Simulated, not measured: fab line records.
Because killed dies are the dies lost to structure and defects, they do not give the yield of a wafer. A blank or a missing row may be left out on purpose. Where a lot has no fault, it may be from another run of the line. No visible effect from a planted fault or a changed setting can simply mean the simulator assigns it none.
fab line records	flow n5_finfet
[record] lots = 10	wafers = 27	last_day = 18
route steps=1938 shown BEOL_M2@903 TV_LITHO@1886 TV_OPEN@1887 PASSIVATION@1911
lots untouched by any fault: they come from a run of this same line in which no faults occurred
start_h: hours from the record's opening day to when the first of the lot's shown wafers began	wait_h: hours since the lot's step before	" as in the row above	L1.1+2: one row covering several wafers at once	- value missing, or start not given	* or withheld: withheld	< > ~ a bound
route shown NAME@n: NAME is a module with steps in the file, n the number in the route of the first one	usual: average and standard deviation across the fault-free wafers	same: alike in all rows	chamber/n: place in a boat	sites: readings site by site	_std_site: how widely they spread, as a standard deviation	_edge_site: mean of outer sites minus mean of inner sites	radius_mm: how far each site lies from the wafer's centre	mask NAME#n: copy n	behind: tool/chamber where the wafer was last shaped	hold: the reason the lot was held/the length of the hold in hours/how it ended	device: names the non-switching transistor (n, p or np)	end of line: the tests these same wafers got at the end of their route	step lacking rows: just its recipe	killed: the dies lost at the first sort to structure and to defects; this is not the yield of the wafer	map: the dies of a wafer, with x for killed, . for not killed, _ for no die there
set.NAME: the run value of the setting; set.NAME@STEP: its run value at that earlier step	model.NAME: the simulator's own value behind a step, which no gauge read
steps of the route over a sample of lots; a table a step, a row a wafer
services: the hour from which a tool's chamber was out of use, counted from the record's first day as start_h (under 0 if before that day), plus the number of hours and why
[[steps]]
[step N5_BEOL_M2_CVD_47]
[recipe] material = Co	target_thk_a = 30	temp_c = withheld	precursor = CCTBA/H2	pressure_torr = 30	time_s = 223.8
lot.wafer	tool	chamber	start_h	wait_h	since_wet_clean_h
L301.1	cvd_co-01	2	164.07	0.3	458
L301.2	"	1	"	"	27
L301.6	"	0	"	"	-
L303.1	cvd_co-02	0	179.97	0.4	721
L303.3	"	2	"	"	262
L303.4	"	0	"	"	-
L302.2	cvd_co-02	2	190.99	0.2	273
L302.6	"	2	"	"	-
L304.1	cvd_co-01	0	197.48	0.0	958
L304.3	"	1	"	"	61
L304.6	"	1	"	"	-
L305.5	cvd_co-02	1	202.12	0.1	-
L305.6	"	2	"	"	-
L306.1	cvd_co-02	0	202.19	0.1	744
L306.2	"	1	"	"	1181
L306.5	"	0	"	"	-
L307.1	cvd_co-02	0	202.89	0.2	744
L307.2	"	1	"	"	1182
L307.6	"	1	"	"	-
L312.2	cvd_co-02	0	225.85	0.1	767
L312.5	"	1	"	"	-
L312.6	"	2	"	"	-
L310.1	cvd_co-01	1	226.09	0.2	89
L310.6	"	2	"	"	-
L319.1	cvd_co-01	1	272.62	0.0	136
L319.2	"	2	"	"	567
L319.5	"	0	"	"	-
[step N5_PASSIVATION_DESCUM_12]
[recipe] chemistry = O2	time_s = 7.9	source_power_w = 50	bias_power_w = 20	pressure_mtorr = 20	rf_frequency_hz = 2.712e+07	temp_c = 40	o2_flow_sccm = 225
[usual] chamber_pressure_mTorr = 20.003/0.023	drypump_motor_current_A = 5.8/0.51	oes_product_au = 0.76/0.09	rf_fwd_power_W = 49.68/0.15	rf_vpp_V = 243.0/1.4	showerhead_plenum_p_Torr = 2.08/0.069	throttle_valve_pct = 20.5/0.31
lot.wafer	tool	chamber	start_h	wait_h	chamber_pressure_mTorr	drypump_motor_current_A	oes_product_au	rf_fwd_power_W	rf_hours_counter_h	rf_vpp_V	showerhead_plenum_p_Torr	throttle_valve_pct
L301.1	rie_diel-04	3	310.19	0.0	20.002	5.9	0.72	49.81	208	241.3	2.06	20.5
L301.2	"	2	"	"	19.980	5.2	0.88	49.57	34	242.7	2.04	20.2
L301.6	"	3	"	"	20.002	5.9	0.72	49.87	-	241.8	2.06	20.5
L302.2	rie_diel-03	1	313.05	0.3	20.000	6.1	0.70	49.70	230	244.3	2.17	20.7
L302.6	"	1	"	"	20.005	6.1	0.70	49.75	-	241.6	2.17	20.8
L303.1	rie_diel-01	0	324.34	0.3	20.001	6.1	0.86	49.65	42	244.6	2.04	20.0
L303.3	"	2	"	"	20.000	5.7	0.72	49.82	210	245.4	2.14	20.6
L303.4	"	3	"	"	19.997	6.2	0.72	49.45	212	243.1	2.17	20.3
L305.5	rie_diel-01	3	328.38	0.1	20.028	6.2	0.72	49.58	-	243.5	2.17	20.3
L305.6	"	2	"	"	20.025	5.7	0.72	49.72	-	243.8	2.14	20.6
L304.1	rie_diel-01	3	328.91	0.0	20.003	6.2	0.71	49.29	213	243.5	2.17	20.3
L304.3	"	0	"	"	20.011	6.2	0.86	49.65	44	241.7	2.04	20.0
L304.6	"	3	"	"	20.009	6.2	0.72	49.54	-	243.3	2.17	20.3
L306.1	rie_diel-01	0	334.60	0.2	20.017	6.1	0.85	49.59	46	241.4	2.04	20.0
L306.2	"	3	"	"	20.014	6.2	0.71	49.79	215	242.9	2.17	20.3
L306.5	"	3	"	"	20.006	6.2	0.71	49.53	-	244.0	2.17	20.3
L307.1	rie_diel-04	0	342.64	0.0	20.013	5.9	1.01	49.33	0	245.1	2.14	19.8
L307.2	"	2	"	"	19.994	5.2	0.86	49.71	47	241.4	2.04	20.3
L307.6	"	1	"	"	20.030	6.1	0.74	49.47	-	240.7	1.99	20.8
L312.2	rie_diel-01	2	358.82	0.1	20.014	5.7	0.71	49.78	221	243.7	2.14	20.6
L312.5	"	0	"	"	19.985	6.1	0.84	49.78	-	243.0	2.04	20.0
L312.6	"	3	"	"	20.010	6.2	0.70	49.69	-	244.6	2.16	20.3
L310.1	rie_diel-01	3	372.71	0.1	20.009	6.2	0.70	49.75	226	243.2	2.16	20.4
L310.6	"	2	"	"	19.975	5.7	0.71	49.79	-	244.5	2.13	20.6
L319.1	rie_diel-03	1	432.20	0.0	20.021	6.1	0.93	49.48	10	245.1	2.16	20.4
L319.2	"	2	"	"	20.016	4.7	0.70	49.75	227	243.4	2.16	21.0
L319.5	"	2	"	"	20.005	4.7	0.70	49.78	-	245.2	2.16	21.0
[step N5_PASSIVATION_PASS_ETCH_74]
[recipe] chemistry = CF4/O2	target = SiNx	target_depth_a = 2200	time_s = 110	ion_energy_ev = 100	pressure_mtorr = 40	source_w = 535	bias_w = 49	Ar_flow_sccm = 100	cf4_flow_sccm = 100	O2_flow_sccm = 10
[usual] cf4_flow_sccm = 100.0/0.31	chamber_pressure_mTorr = 40.00/0.042	drypump_motor_current_A = 5.8/0.51	oes_ar_750_au = 0.77/0.08	oes_product_au = 0.76/0.086	rf_fwd_power_W = 532.4/1.7	rf_vpp_V = 242/3.9	showerhead_plenum_p_Torr = 2.19/0.066	throttle_valve_pct = 16.1/0.3
lot.wafer	tool	chamber	start_h	wait_h	cf4_flow_sccm	chamber_pressure_mTorr	drypump_motor_current_A	oes_ar_750_au	oes_product_au	rf_fwd_power_W	rf_hours_counter_h	rf_vpp_V	showerhead_plenum_p_Torr	throttle_valve_pct
L301.1	rie_diel-04	3	310.25	0.0	100.3	39.99	5.9	0.71	0.71	530.4	208	245	2.17	16.2
L301.2	"	2	"	"	100.1	39.98	5.2	0.88	0.88	532.8	34	241	2.17	15.8
L301.6	"	3	"	"	99.8	40.02	6.0	0.72	0.70	530.6	-	246	2.17	16.2
L302.2	rie_diel-03	1	313.12	0.0	100.3	39.92	6.1	0.70	0.69	532.0	230	248	2.26	16.2
L302.6	"	1	"	"	100.5	40.00	6.1	0.70	0.68	534.3	-	248	2.26	16.2
L303.1	rie_diel-01	0	324.40	0.0	99.4	40.03	6.2	0.82	0.84	533.0	42	247	2.15	15.6
L303.3	"	2	"	"	100.1	40.05	5.7	0.75	0.72	531.7	210	234	2.27	16.2
L303.4	"	3	"	"	99.8	40.02	6.2	0.74	0.74	532.3	212	241	2.28	15.9
L305.5	rie_diel-01	3	328.46	0.0	99.7	39.97	6.2	0.73	0.74	533.5	-	242	2.28	15.9
L305.6	"	2	"	"	99.7	39.91	5.7	0.74	0.72	534.4	-	234	2.27	16.2
L304.1	rie_diel-01	3	328.97	0.0	100.0	40.01	6.2	0.73	0.74	528.5	213	241	2.28	15.9
L304.3	"	0	"	"	99.8	39.93	6.1	0.83	0.83	532.4	44	245	2.15	15.6
L304.6	"	3	"	"	100.2	39.99	6.2	0.73	0.74	533.3	-	242	2.28	15.9
L306.1	rie_diel-01	0	334.67	0.0	100.0	39.98	6.1	0.82	0.83	532.8	46	247	2.15	15.6
L306.2	"	3	"	"	99.9	40.03	6.2	0.73	0.73	529.7	215	239	2.28	15.9
L306.5	"	3	"	"	99.8	40.07	6.2	0.74	0.73	532.1	-	240	2.28	15.9
L307.1	rie_diel-04	0	342.70	0.0	100.1	39.96	5.9	0.99	1.00	533.4	0	244	2.26	15.4
L307.2	"	2	"	"	99.7	39.98	5.3	0.86	0.86	534.1	47	241	2.16	15.9
L307.6	"	1	"	"	100.2	39.96	6.1	0.74	0.74	530.7	-	243	2.11	16.4
L312.2	rie_diel-01	2	358.88	0.0	100.1	39.97	5.7	0.75	0.71	533.9	221	234	2.26	16.3
L312.5	"	0	"	"	99.5	40.02	6.1	0.81	0.83	530.8	-	245	2.15	15.6
L312.6	"	3	"	"	99.9	40.01	6.2	0.72	0.72	530.2	-	242	2.27	15.9
L310.1	rie_diel-01	3	372.78	0.0	99.6	40.06	6.2	0.73	0.73	532.5	226	242	2.27	15.9
L310.6	"	2	"	"	100.0	40.05	5.7	0.74	0.72	531.0	-	233	2.26	16.3
L319.1	rie_diel-03	1	432.27	0.0	99.8	39.99	6.1	0.93	0.93	532.9	10	250	2.25	15.8
L319.2	"	2	"	"	100.0	40.00	4.7	0.70	0.69	531.6	227	240	2.27	16.5
L319.5	"	2	"	"	100.7	39.95	4.7	0.70	0.70	535.0	-	240	2.27	16.5
[step N5_PASSIVATION_STRIP_34]
[recipe] chemistry = O2	power_w = 600	temp_c = 60	pressure_mtorr = 30	rf_frequency_hz = 6e+07	bias_power_w = 0	overash_fraction = 2	o2_flow_sccm = 225
[usual] chamber_pressure_mTorr = 30.00/0.089	drypump_motor_current_A = 5.7/0.43	oes_product_au = 0.81/0.087	rf_vpp_V = 4.0/1.7	showerhead_plenum_p_Torr = 2.10/0.041	throttle_valve_pct = 16.64/0.22
[same] overash_fraction = 2
lot.wafer	tool	chamber	start_h	wait_h	chamber_pressure_mTorr	drypump_motor_current_A	oes_product_au	rf_hours_counter_h	rf_vpp_V	showerhead_plenum_p_Torr	throttle_valve_pct
L301.1	rie_diel-02	0	312.64	0.2	30.10	5.2	0.88	20	4.1	2.15	16.62
L301.2	"	1	"	"	30.06	4.9	0.96	4	3.2	2.06	16.41
L301.6	"	1	"	"	29.82	4.9	0.95	-	5.2	2.06	16.41
L302.2	rie_diel-05	1	316.29	0.3	30.00	5.4	0.69	221	5.4	2.06	16.98
L302.6	"	3	"	"	30.04	5.3	0.82	-	4.7	2.11	16.52
L303.1	rie_diel-06	3	326.84	0.2	30.05	5.8	0.68	227	4.7	2.08	16.94
L303.3	"	1	"	"	29.86	5.8	0.78	87	3.5	2.10	16.37
L303.4	"	3	"	"	29.94	5.8	0.69	-	4.9	2.08	16.91
L305.5	rie_diel-05	1	331.01	0.2	30.06	5.4	0.70	-	3.6	2.06	16.95
L305.6	"	2	"	"	29.87	5.5	0.92	-	3.3	2.07	16.37
L304.1	rie_diel-06	1	331.93	0.1	29.96	5.7	0.79	88	2.9	2.10	16.41
L304.3	"	0	"	"	29.94	5.8	0.84	86	1.7	2.11	16.63
L304.6	"	1	"	"	30.15	5.7	0.78	-	4.7	2.10	16.35
L306.1	rie_diel-02	1	337.02	0.2	29.88	5.0	0.95	14	4.5	2.06	16.40
L306.2	"	0	"	"	29.96	5.2	0.84	28	2.4	2.14	16.62
L306.5	"	2	"	"	29.96	5.8	0.80	-	7.4	2.11	16.69
L307.1	rie_diel-06	3	344.78	0.1	30.03	5.8	0.69	234	5.0	2.08	17.01
L307.2	"	1	"	"	29.88	5.7	0.77	95	2.8	2.09	16.38
L307.6	"	3	"	"	29.98	5.8	0.66	-	3.2	2.08	16.93
L312.2	rie_diel-02	1	361.58	0.1	29.78	4.9	0.90	22	2.4	2.06	16.38
L312.5	"	1	"	"	29.91	4.9	0.89	-	1.8	2.06	16.34
L312.6	"	3	"	"	30.02	6.4	0.83	-	5.5	2.20	16.62
L310.1	rie_diel-02	2	375.11	0.1	30.03	5.8	0.76	120	3.7	2.11	16.73
L310.6	"	3	"	"	30.05	6.4	0.81	-	3.3	2.20	16.64
L319.1	rie_diel-06	0	434.91	0.1	29.99	5.8	0.80	127	4.9	2.10	16.75
L319.2	"	2	"	"	29.89	6.3	0.95	27	2.9	2.04	16.44
L319.5	"	3	"	"	30.05	5.8	0.93	-	4.2	2.07	16.53
[step N5_PASSIVATION_PROBE_49]
[usual] defect_limited_yield = 91.6/1.4	killed_at_M0_to_M3 = 33/10	killed_at_M4_up = 13/5.3	killed_at_contacts = 13/5.9	killed_at_front_end = 36/12	killed_at_other = 4/3.1	killed_dies = 99/16	killed_on_rim = 13/4.2	killed_open = 65/13	killed_short = 32/7.3	sort_bin_5_function = 4.9/0.9	sort_bin_6_memory = 3.1/0.66	sort_bin_8_speed = 0.0/0.42	sort_n_pass = 1081/17	sort_yield_pct = 91.6/1.4
[same] gross_dies = 1180	killed_at_back_side = 0	sort_bin_4_leakage[%] = 0
lot.wafer	tool	chamber	start_h	wait_h	defect_limited_yield[%]	killed_at_M0_to_M3	killed_at_M4_up	killed_at_contacts	killed_at_front_end	killed_at_other	killed_dies	killed_on_rim	killed_open	killed_short	sort_bin_5_function[%]	sort_bin_6_memory[%]	sort_bin_8_speed[%]	sort_n_pass	sort_yield_pct[%]
L305.5	prober-02	-	335.36	0.2	91.5	32	10	19	37	2	100	10	73	27	5.2	2.7	0	1080	91.5
L305.6	prober-02	-	335.41	0.3	92.5	30	8	15	33	3	89	12	65	22	4.1	3.3	0	1091	92.5
L307.1	prober-01	-	349.35	0.0	79.4	183	15	14	27	4	243	36	68	35	11.9	4.3	0	937	79.4
L307.2	prober-01	-	349.40	0.1	92.7	29	14	11	26	6	86	18	55	26	3.7	3.2	0	1094	92.7
L307.6	prober-01	-	349.60	0.3	90.3	41	10	10	44	10	115	16	75	31	5.5	3.9	0	1065	90.3
L312.2	prober-02	-	365.97	0.1	80.8	167	18	12	28	2	227	33	76	20	12.2	3.2	0	953	80.8
L312.5	prober-02	-	366.12	0.2	92.4	19	13	15	38	5	90	9	63	25	4.2	3.1	0	1090	92.4
L312.6	prober-02	-	366.17	0.3	90.3	28	15	13	58	1	115	15	77	31	5.9	3.0	0	1065	90.3
L310.1	prober-02	-	379.39	0.0	87.4	52	11	9	72	5	149	20	106	43	7.2	5.0	0.3	1028	87.1
L310.6	prober-02	-	379.64	0.3	90.5	31	11	9	52	9	112	11	80	31	5.7	3.6	0	1068	90.5
// killed by level:class
L305.5 MOL_CONTACT_COAG:geometric_particle:open=15 BEOL_M0_SAQP:geometric_particle:open=9 BEOL_M2:geometric_particle:open=8 STI_FIN_REVEAL:geometric_particle:open=7 FIN_SAQP:geometric_particle:open=6 BEOL_M0_SAQP:geometric_particle:short=6 DUMMY_GATE:geometric_particle:open=5 FIN_SAQP:geometric_particle:short=4
L305.6 MOL_CONTACT_COAG:geometric_particle:open=12 BEOL_M2:geometric_particle:open=10 BEOL_M1:geometric_particle:open=8 STI_FIN_REVEAL:geometric_particle:open=7 FIN_SAQP:geometric_particle:open=6 GATE_CUT:geometric_particle:short=4 BEOL_M0_SAQP:geometric_particle:open=4 BEOL_M5:geometric_particle:open=4
L307.1 BEOL_M2:unspecified=137 BEOL_M0_SAQP:geometric_particle:open=15 MOL_CONTACT_COAG:geometric_particle:open=12 BEOL_M0_SAQP:geometric_particle:short=12 BEOL_M1:geometric_particle:open=12 FIN_SAQP:geometric_particle:open=6 BEOL_M4:geometric_particle:short=5 STI_FIN_REVEAL:geometric_particle:open=4
L307.2 BEOL_M0_SAQP:geometric_particle:open=7 MOL_CONTACT_COAG:geometric_particle:open=7 BEOL_M0_SAQP:geometric_particle:short=6 BEOL_M2:geometric_particle:open=6 BEOL_M4:geometric_particle:open=6 FIN_SAQP:geometric_particle:open=4 FIN_SAQP:geometric_particle:short=4 STI_FIN_REVEAL:geometric_particle:open=4
L307.6 STI_FIN_REVEAL:geometric_particle:open=10 BEOL_M0_SAQP:geometric_particle:open=10 MOL_CONTACT_COAG:geometric_particle:open=9 BEOL_M0_SAQP:geometric_particle:short=8 BEOL_M2:geometric_particle:open=6 BEOL_M3:geometric_particle:open=6 GATE_CUT:geometric_particle:short=5 STARTING-WAFER:geometric_particle:open=5
L312.2 BEOL_M2:unspecified=130 BEOL_M3:geometric_particle:open=14 MOL_CONTACT_COAG:geometric_particle:open=12 BEOL_M4:geometric_particle:open=10 BEOL_M0_SAQP:geometric_particle:open=9 GATE_CUT:geometric_particle:short=5 GATE_CUT:geometric_particle:open=5 FIN_SAQP:geometric_particle:short=4
L312.5 MOL_CONTACT_COAG:geometric_particle:open=13 BEOL_M4:geometric_particle:open=9 FIN_SAQP:geometric_particle:short=8 FIN_SAQP:geometric_particle:open=7 DUMMY_GATE:geometric_particle:open=6 STI_FIN_REVEAL:geometric_particle:open=5 BEOL_M0:geometric_particle:open=5 BEOL_M3:geometric_particle:open=5
L312.6 FIN_SAQP:geometric_particle:open=18 BEOL_M3:geometric_particle:open=14 FIN_SAQP:geometric_particle:short=11 DUMMY_GATE:geometric_particle:open=9 MOL_CONTACT_COAG:geometric_particle:open=9 STI_FIN_REVEAL:geometric_particle:open=7 BEOL_M3:geometric_particle:short=7 BEOL_M4:geometric_particle:open=7
L310.1 FIN_SAQP:geometric_particle:open=22 STI_FIN_REVEAL:geometric_particle:open=21 FIN_SAQP:geometric_particle:short=14 BEOL_M2:geometric_particle:open=14 MOL_CONTACT_COAG:geometric_particle:open=9 BEOL_M0_SAQP:geometric_particle:short=7 BEOL_M1:geometric_particle:open=7 BEOL_M3:geometric_particle:open=7
L310.6 FIN_SAQP:geometric_particle:open=20 FIN_SAQP:geometric_particle:short=12 STI_FIN_REVEAL:geometric_particle:open=7 MOL_CONTACT_COAG:geometric_particle:open=7 BEOL_M2:geometric_particle:open=6 BEOL_M1:geometric_particle:open=5 BEOL_M3:geometric_particle:open=5 MIM_TOP_ETCH:geometric_particle:open=5
[[services]]
tool	chamber	start_h	hours	kind
rie_diel-04	2	153.49	7.9	repair
rie_diel-02	0	153.84	5.9	repair
rie_diel-02	1	156.34	5.9	repair
cvd_co-02	-	158.69	6.9	pm
rie_diel-01	3	175.59	15.8	repair
rie_diel-02	0	190.66	4.0	repair
rie_diel-04	2	200.78	4.9	repair
rie_diel-04	0	210.17	13.3	repair
rie_diel-02	2	212.97	7.8	repair
rie_diel-02	0	233.99	1.9	repair
rie_diel-02	2	274.60	2.7	repair
rie_diel-01	3	288.09	4.2	repair
rie_diel-06	2	318.16	10.9	repair
rie_diel-02	0	359.18	8.3	repair
rie_diel-04	1	360.52	12.7	repair
rie_diel-06	-	369.08	2.8	pm
rie_diel-01	0	369.92	15.6	repair
cvd_co-02	-	383.44	2.8	pm
rie_diel-01	3	388.99	2.6	repair
rie_diel-01	2	401.92	6.6	repair
rie_diel-01	3	404.40	2.4	repair
rie_diel-01	1	411.12	6.8	repair
rie_diel-04	2	415.57	6.4	repair
rie_diel-06	1	428.94	21.8	repair
[[key]]
[first_sign] step = N5_PASSIVATION_PROBE_49	reading = killed_at_M0_to_M3	direction = up	sigmas = 14	usual = 33	struck = 175
[effect] step = N5_PASSIVATION_PROBE_49	reading = defect_limited_yield	direction = down	sigmas = 8.3	usual = 91.6	struck = 80.1
[more_kills_born_at] N5_BEOL_M2_CVD_47@cvd_co-02 = 267
met_at N5_BEOL_M2_CVD_47
struck_lots L307,L312
struck_wafers L307.1,L312.2
not_acting_at N5_PASSIVATION_DESCUM_12,N5_PASSIVATION_PASS_ETCH_74,N5_PASSIVATION_STRIP_34
onset_between 202.19 202.89
[fault] kind = chamber_particle_source	tool = cvd_co-02	chamber = 0	onset_h = 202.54	steps = N5_BEOL_M2_CVD_47	rate_per_visit_cm2 = 1.5815	end_h = 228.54
